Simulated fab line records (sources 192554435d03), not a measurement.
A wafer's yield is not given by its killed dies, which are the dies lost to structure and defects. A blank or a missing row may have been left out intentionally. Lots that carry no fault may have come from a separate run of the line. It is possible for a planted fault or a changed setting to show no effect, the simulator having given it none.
What tool caused it? || flow n5Finfet || 10 lots, 30 wafers sampled, at 5 steps of a route of 1938

WHAT EACH GAUGE READ, for each wafer
N5_MOL_CONTACT_COAG_INSPECT_10: inspects for defects (brightfield).
{"lot": "L728", "measured": "day 4 14:20", "on": "defectInspect-02", "rawDefectCount": "43 86 65"}
{"lot": "L732", "measured": "day 5 15:08", "on": "defectInspect-01", "rawDefectCount": "85 40 38"}
{"lot": "L735", "measured": "day 6 09:57", "on": "defectInspect-01", "rawDefectCount": "30 39 48"}
{"lot": "L741", "measured": "day 8 02:29", "on": "defectInspect-02", "rawDefectCount": "72 75 80"}
{"lot": "L745", "measured": "day 8 23:56", "on": "defectInspect-02", "rawDefectCount": "95 76 71"}
{"lot": "L746", "measured": "day 9 02:58", "on": "defectInspect-02", "rawDefectCount": "38 50 79"}
{"lot": "L748", "measured": "day 9 18:07", "on": "defectInspect-01", "rawDefectCount": "89 106 105"}
{"lot": "L749", "measured": "day 10 01:42", "on": "defectInspect-01", "rawDefectCount": "94 75 60"}
{"lot": "L750", "measured": "day 10 05:13", "on": "defectInspect-01", "rawDefectCount": "146 68 132"}
{"lot": "L751", "measured": "day 10 12:17", "on": "defectInspect-02", "rawDefectCount": "77 72 50"}

N5_BEOL_M4_RC_MEAS_101.
{"lot": "L728", "measured": "day 7 23:18", "on": "prober-02", "DIBL_N (mV/V)": "40.3 37.1 43.8", "DIBL_P (mV/V)": "40.9 35.4 44.8", "IOFF_N (nA/um)": "0.23 0.15 0.36", "IOFF_P (nA/um)": "0.31 0.21 0.42", "ION_N (uA/um)": "680 676 712", "ION_P (uA/um)": "471 464 478", "SS_N (mV/dec)": "72.2 71.3 73.7", "SS_P (mV/dec)": "74.8 73.7 76.2", "VT_N (mV)": "243 251 240", "VT_P (mV)": "-246 -251 -243"}
{"lot": "L732", "measured": "day 9 01:54", "on": "prober-01", "DIBL_N (mV/V)": "36.7 36.7 36.5", "DIBL_P (mV/V)": "38.7 36.8 38.3", "IOFF_N (nA/um)": "0.17 0.16 0.16", "IOFF_P (nA/um)": "0.26 0.21 0.25", "ION_N (uA/um)": "681 671 679", "ION_P (uA/um)": "475 459 473", "SS_N (mV/dec)": "70.8 71.5 71.2", "SS_P (mV/dec)": "74.1 72.5 73.6", "VT_N (mV)": "248 251 251", "VT_P (mV)": "-247 -251 -247"}
{"lot": "L735", "measured": "day 9 17:25", "on": "prober-01", "DIBL_N (mV/V)": "38.8 38.9 37.1", "DIBL_P (mV/V)": "39.2 40.6 38.9", "IOFF_N (nA/um)": "0.20 0.21 0.19", "IOFF_P (nA/um)": "0.20 0.22 0.21", "ION_N (uA/um)": "683 690 679", "ION_P (uA/um)": "455 460 456", "SS_N (mV/dec)": "72.3 72.4 71.8", "SS_P (mV/dec)": "74.2 74.7 74.2", "VT_N (mV)": "248 246 247", "VT_P (mV)": "-256 -253 -255"}
{"lot": "L741", "measured": "day 11 10:53", "on": "prober-02", "DIBL_N (mV/V)": "36.1 33.9 37.1", "DIBL_P (mV/V)": "38.2 34.1 38.5", "IOFF_N (nA/um)": "0.19 0.14 0.23", "IOFF_P (nA/um)": "0.28 0.21 0.30", "ION_N (uA/um)": "668 673 694", "ION_P (uA/um)": "459 458 469", "SS_N (mV/dec)": "71.0 70.5 71.8", "SS_P (mV/dec)": "74.4 72.7 74.5", "VT_N (mV)": "243 251 241", "VT_P (mV)": "-245 -250 -245"}
{"lot": "L745", "measured": "day 12 22:49", "on": "prober-02", "DIBL_N (mV/V)": 37.3, "DIBL_P (mV/V)": 35.0, "IOFF_N (nA/um)": 0.16, "IOFF_P (nA/um)": 0.18, "ION_N (uA/um)": 666, "ION_P (uA/um)": 448, "SS_N (mV/dec)": 72.1, "SS_P (mV/dec)": 73.3, "VT_N (mV)": 250, "VT_P (mV)": -253}
{"lot": "L746", "measured": "day 12 22:43", "on": "prober-01", "DIBL_N (mV/V)": 32.3, "DIBL_P (mV/V)": 33.6, "IOFF_N (nA/um)": 0.11, "IOFF_P (nA/um)": 0.14, "ION_N (uA/um)": 657, "ION_P (uA/um)": 445, "SS_N (mV/dec)": 71.2, "SS_P (mV/dec)": 72.2, "VT_N (mV)": 256, "VT_P (mV)": -257}
{"lot": "L748", "measured": "day 13 14:05", "on": "prober-01", "DIBL_N (mV/V)": "38.3 36.8 37.2", "DIBL_P (mV/V)": "39.4 38.0 38.0", "IOFF_N (nA/um)": "0.20 0.17 0.18", "IOFF_P (nA/um)": "0.24 0.21 0.22", "ION_N (uA/um)": "673 671 666", "ION_P (uA/um)": "456 455 455", "SS_N (mV/dec)": "71.8 72.3 71.8", "SS_P (mV/dec)": "73.6 72.9 73.7", "VT_N (mV)": "247 250 248", "VT_P (mV)": "-251 -252 -250"}
{"lot": "L749", "measured": "day 13 20:28", "on": "prober-01", "DIBL_N (mV/V)": "37.8 38.4 40.4", "DIBL_P (mV/V)": "36.6 36.6 38.7", "IOFF_N (nA/um)": "0.16 0.16 0.22", "IOFF_P (nA/um)": "0.20 0.21 0.24", "ION_N (uA/um)": "677 656 668", "ION_P (uA/um)": "459 444 451", "SS_N (mV/dec)": "71.3 71.8 72.2", "SS_P (mV/dec)": "73.3 72.9 73.2", "VT_N (mV)": "250 253 247", "VT_P (mV)": "-256 -252 -253"}
{"lot": "L750", "measured": "day 14 07:43", "on": "prober-02", "DIBL_N (mV/V)": "37.7 40.0 35.8", "DIBL_P (mV/V)": "38.9 40.9 37.0", "IOFF_N (nA/um)": "0.19 0.24 0.15", "IOFF_P (nA/um)": "0.28 0.30 0.23", "ION_N (uA/um)": "670 696 677", "ION_P (uA/um)": "460 474 471", "SS_N (mV/dec)": "72.9 73.1 71.6", "SS_P (mV/dec)": "73.9 74.6 73.2", "VT_N (mV)": "249 244 250", "VT_P (mV)": "-247 -245 -248"}
{"lot": "L751", "measured": "day 14 06:08", "on": "prober-01", "DIBL_N (mV/V)": "37.3 37.0 33.1", "DIBL_P (mV/V)": "38.5 38.7 34.3", "IOFF_N (nA/um)": "0.16 0.17 0.10", "IOFF_P (nA/um)": "0.18 0.18 0.13", "ION_N (uA/um)": "675 675 656", "ION_P (uA/um)": "450 449 445", "SS_N (mV/dec)": "72.0 71.9 70.3", "SS_P (mV/dec)": "74.2 73.9 72.1", "VT_N (mV)": "252 251 256", "VT_P (mV)": "-257 -256 -258"}

TOOL THAT RAN EACH LOT (tool first, then ch and the chambers of the sampled wafers, then the start)
{"lot": "L728", "N5_MOL_CONTACT_COAG_DESCUM_13": "rieDiel-01 ch 0,3, day 4 14:23", "N5_MOL_CONTACT_COAG_SPUTTER_143": "pvdSputter-03, day 4 18:09", "N5_MOL_CONTACT_COAG_PRE_CLEAN_142": "pvdSputter-03, day 4 20:56"}
{"lot": "L732", "N5_MOL_CONTACT_COAG_DESCUM_13": "rieDiel-03 ch 0,2,3, day 5 15:23", "N5_MOL_CONTACT_COAG_SPUTTER_143": "pvdSputter-02, day 5 19:37", "N5_MOL_CONTACT_COAG_PRE_CLEAN_142": "pvdSputter-02, day 5 23:24"}
{"lot": "L735", "N5_MOL_CONTACT_COAG_DESCUM_13": "rieDiel-01 ch 0,3, day 6 09:59", "N5_MOL_CONTACT_COAG_SPUTTER_143": "pvdSputter-01, day 6 12:43", "N5_MOL_CONTACT_COAG_PRE_CLEAN_142": "pvdSputter-01, day 6 18:08"}
{"lot": "L741", "N5_MOL_CONTACT_COAG_DESCUM_13": "rieDiel-01 ch 0,2, day 8 02:47", "N5_MOL_CONTACT_COAG_SPUTTER_143": "pvdSputter-02, day 8 06:49", "N5_MOL_CONTACT_COAG_PRE_CLEAN_142": "pvdSputter-03, day 8 12:28"}
{"lot": "L745", "N5_MOL_CONTACT_COAG_DESCUM_13": "rieDiel-03 ch 0,1, day 9 00:02", "N5_MOL_CONTACT_COAG_SPUTTER_143": "pvdSputter-02, day 9 02:44", "N5_MOL_CONTACT_COAG_PRE_CLEAN_142": "pvdSputter-01, day 9 04:31"}
{"lot": "L746", "N5_MOL_CONTACT_COAG_DESCUM_13": "rieDiel-05 ch 0,3, day 9 03:05", "N5_MOL_CONTACT_COAG_SPUTTER_143": "pvdSputter-01, day 9 04:52", "N5_MOL_CONTACT_COAG_PRE_CLEAN_142": "pvdSputter-01, day 9 07:56"}
{"lot": "L748", "N5_MOL_CONTACT_COAG_DESCUM_13": "rieDiel-03 ch 0,3, day 9 18:09", "N5_MOL_CONTACT_COAG_SPUTTER_143": "pvdSputter-01, day 9 21:16", "N5_MOL_CONTACT_COAG_PRE_CLEAN_142": "pvdSputter-03, day 10 01:06"}
{"lot": "L749", "N5_MOL_CONTACT_COAG_DESCUM_13": "rieDiel-05 ch 0,1, day 10 01:44", "N5_MOL_CONTACT_COAG_SPUTTER_143": "pvdSputter-02, day 10 05:16", "N5_MOL_CONTACT_COAG_PRE_CLEAN_142": "pvdSputter-01, day 10 08:29"}
{"lot": "L750", "N5_MOL_CONTACT_COAG_DESCUM_13": "rieDiel-01 ch 1,2,3, day 10 05:28", "N5_MOL_CONTACT_COAG_SPUTTER_143": "pvdSputter-03, day 10 08:35", "N5_MOL_CONTACT_COAG_PRE_CLEAN_142": "pvdSputter-01, day 10 10:56"}
{"lot": "L751", "N5_MOL_CONTACT_COAG_DESCUM_13": "rieDiel-05 ch 1,2, day 10 12:20", "N5_MOL_CONTACT_COAG_SPUTTER_143": "pvdSputter-01, day 10 14:34", "N5_MOL_CONTACT_COAG_PRE_CLEAN_142": "pvdSputter-02, day 10 17:53"}
- N5_MOL_CONTACT_COAG_DESCUM_13: chemistry O2, time 7 s.
- N5_MOL_CONTACT_COAG_SPUTTER_143: material Co, target thk 2.5 nm.
- N5_MOL_CONTACT_COAG_PRE_CLEAN_142: time 60 s.

AS READ BY THE TOOLS THEMSELVES (means over the sampled wafers that have a number; for cases with no such wafer, the mark the record gives instead)
N5_MOL_CONTACT_COAG_DESCUM_13.
{"lot": "L728", "tool": "rieDiel-01", "biasPowerW (W)": 19.97, "drypumpMotorCurrentA (A)": 5.8, "o2FlowSccm (sccm)": 224.9, "oesProductAu (a.u.)": 0.69, "rfVppV (V)": 243.5, "showerheadPlenumPTorr (Torr)": 2.13, "throttleValvePct (%)": 20.60}
{"lot": "L732", "tool": "rieDiel-03", "biasPowerW (W)": 20.03, "drypumpMotorCurrentA (A)": 5.4, "o2FlowSccm (sccm)": 224.7, "oesProductAu (a.u.)": 0.73, "rfVppV (V)": 241.9, "showerheadPlenumPTorr (Torr)": 2.01, "throttleValvePct (%)": 20.47}
{"lot": "L735", "tool": "rieDiel-01", "biasPowerW (W)": 20.06, "drypumpMotorCurrentA (A)": 5.8, "o2FlowSccm (sccm)": 225.2, "oesProductAu (a.u.)": 0.67, "rfVppV (V)": 244.4, "showerheadPlenumPTorr (Torr)": 2.12, "throttleValvePct (%)": 20.62}
{"lot": "L741", "tool": "rieDiel-01", "biasPowerW (W)": 20.08, "drypumpMotorCurrentA (A)": 5.9, "o2FlowSccm (sccm)": 224.6, "oesProductAu (a.u.)": 0.77, "rfVppV (V)": 244.7, "showerheadPlenumPTorr (Torr)": 2.22, "throttleValvePct (%)": 20.50}
{"lot": "L745", "tool": "rieDiel-03", "biasPowerW (W)": 20.09, "drypumpMotorCurrentA (A)": 5.3, "o2FlowSccm (sccm)": 225.7, "oesProductAu (a.u.)": 0.87, "rfVppV (V)": 244.3, "showerheadPlenumPTorr (Torr)": 2.16, "throttleValvePct (%)": 20.04}
{"lot": "L746", "tool": "rieDiel-05", "biasPowerW (W)": 19.97, "drypumpMotorCurrentA (A)": 4.9, "o2FlowSccm (sccm)": 224.9, "oesProductAu (a.u.)": 0.70, "rfVppV (V)": 243.5, "showerheadPlenumPTorr (Torr)": 2.13, "throttleValvePct (%)": 20.29}
{"lot": "L748", "tool": "rieDiel-03", "biasPowerW (W)": 20.04, "drypumpMotorCurrentA (A)": 5.6, "o2FlowSccm (sccm)": 225.6, "oesProductAu (a.u.)": 0.83, "rfVppV (V)": 244.7, "showerheadPlenumPTorr (Torr)": 2.14, "throttleValvePct (%)": 20.26}
{"lot": "L749", "tool": "rieDiel-05", "biasPowerW (W)": 19.95, "drypumpMotorCurrentA (A)": 5.3, "o2FlowSccm (sccm)": 225.5, "oesProductAu (a.u.)": 0.69, "rfVppV (V)": 242.6, "showerheadPlenumPTorr (Torr)": 2.07, "throttleValvePct (%)": 20.27}
{"lot": "L750", "tool": "rieDiel-01", "biasPowerW (W)": 19.97, "drypumpMotorCurrentA (A)": 5.7, "o2FlowSccm (sccm)": 226.0, "oesProductAu (a.u.)": 0.82, "rfVppV (V)": 244.3, "showerheadPlenumPTorr (Torr)": 2.16, "throttleValvePct (%)": 20.30}
{"lot": "L751", "tool": "rieDiel-05", "biasPowerW (W)": 19.96, "drypumpMotorCurrentA (A)": 5.7, "o2FlowSccm (sccm)": 225.5, "oesProductAu (a.u.)": 0.69, "rfVppV (V)": 242.2, "showerheadPlenumPTorr (Torr)": 2.05, "throttleValvePct (%)": 20.69}

N5_MOL_CONTACT_COAG_SPUTTER_143.
{"lot": "L728", "tool": "pvdSputter-03", "chamberPressurePa (Pa)": 0.2002, "substrateTempC (C)": 24.90, "throttleValvePct (%)": 30.6}
{"lot": "L732", "tool": "pvdSputter-02", "chamberPressurePa (Pa)": 0.1999, "substrateTempC (C)": 25.03, "throttleValvePct (%)": 30.0}
{"lot": "L735", "tool": "pvdSputter-01", "chamberPressurePa (Pa)": 0.1999, "substrateTempC (C)": 25.10, "throttleValvePct (%)": 29.7}
{"lot": "L741", "tool": "pvdSputter-02", "chamberPressurePa (Pa)": 0.1998, "substrateTempC (C)": 25.06, "throttleValvePct (%)": 30.0}
{"lot": "L745", "tool": "pvdSputter-02", "chamberPressurePa (Pa)": "-", "substrateTempC (C)": "-", "throttleValvePct (%)": "-"}
{"lot": "L746", "tool": "pvdSputter-01", "chamberPressurePa (Pa)": "-", "substrateTempC (C)": "-", "throttleValvePct (%)": "-"}
{"lot": "L748", "tool": "pvdSputter-01", "chamberPressurePa (Pa)": 0.2003, "substrateTempC (C)": 24.99, "throttleValvePct (%)": 29.9}
{"lot": "L749", "tool": "pvdSputter-02", "chamberPressurePa (Pa)": 0.1997, "substrateTempC (C)": 25.04, "throttleValvePct (%)": 30.0}
{"lot": "L750", "tool": "pvdSputter-03", "chamberPressurePa (Pa)": 0.2002, "substrateTempC (C)": 24.90, "throttleValvePct (%)": 30.3}
{"lot": "L751", "tool": "pvdSputter-01", "chamberPressurePa (Pa)": 0.2000, "substrateTempC (C)": 25.02, "throttleValvePct (%)": 29.7}

N5_MOL_CONTACT_COAG_PRE_CLEAN_142.
{"lot": "L728", "tool": "pvdSputter-03", "heaterPowerW (W)": 483}
{"lot": "L732", "tool": "pvdSputter-02", "heaterPowerW (W)": 481}
{"lot": "L735", "tool": "pvdSputter-01", "heaterPowerW (W)": 552}
{"lot": "L741", "tool": "pvdSputter-03", "heaterPowerW (W)": 474}
{"lot": "L745", "tool": "pvdSputter-01", "heaterPowerW (W)": 542}
{"lot": "L746", "tool": "pvdSputter-01", "heaterPowerW (W)": 556}
{"lot": "L748", "tool": "pvdSputter-03", "heaterPowerW (W)": 508}
{"lot": "L749", "tool": "pvdSputter-01", "heaterPowerW (W)": 527}
{"lot": "L750", "tool": "pvdSputter-01", "heaterPowerW (W)": 523}
{"lot": "L751", "tool": "pvdSputter-02", "heaterPowerW (W)": 526}

THE ANSWER, worked out from the rows above alone
Rule: the lots themselves supply what counts as usual. Put in order of their means at a reading, lots are off if they are a third of the lots or fewer, leave a main group of 4 or more, and stand apart from it by a gap of 3 or more times the standard deviation of the main group's means; of several such gaps the widest counts. A main group is skipped when, at the precision printed for the reading in the tables above, its means are all equal. A lot without any number at a reading at which 4 lots or more have one is off too. Where the step has rows for the other lots, those lots are counted as sound. After the gauges, taken in route order, come the tools' own readings; for these a lot's mean is taken, as printed above. At the first step where some lot is off, the reading lying furthest off is the one used; lots without a number count as furthest.
Off at N5_MOL_CONTACT_COAG_SPUTTER_143 (chamberPressurePa): L745, L746. Without a number there: L745, L746. The main group: mean 0.2000 Pa, standard deviation 0.0002.
If a tool, at that step or one of the process steps before it, ran each lot that is off and ran no sound lot following the first of them, it fits. None of those tried fits.

WHAT THE SIMULATOR HAD PUT IN
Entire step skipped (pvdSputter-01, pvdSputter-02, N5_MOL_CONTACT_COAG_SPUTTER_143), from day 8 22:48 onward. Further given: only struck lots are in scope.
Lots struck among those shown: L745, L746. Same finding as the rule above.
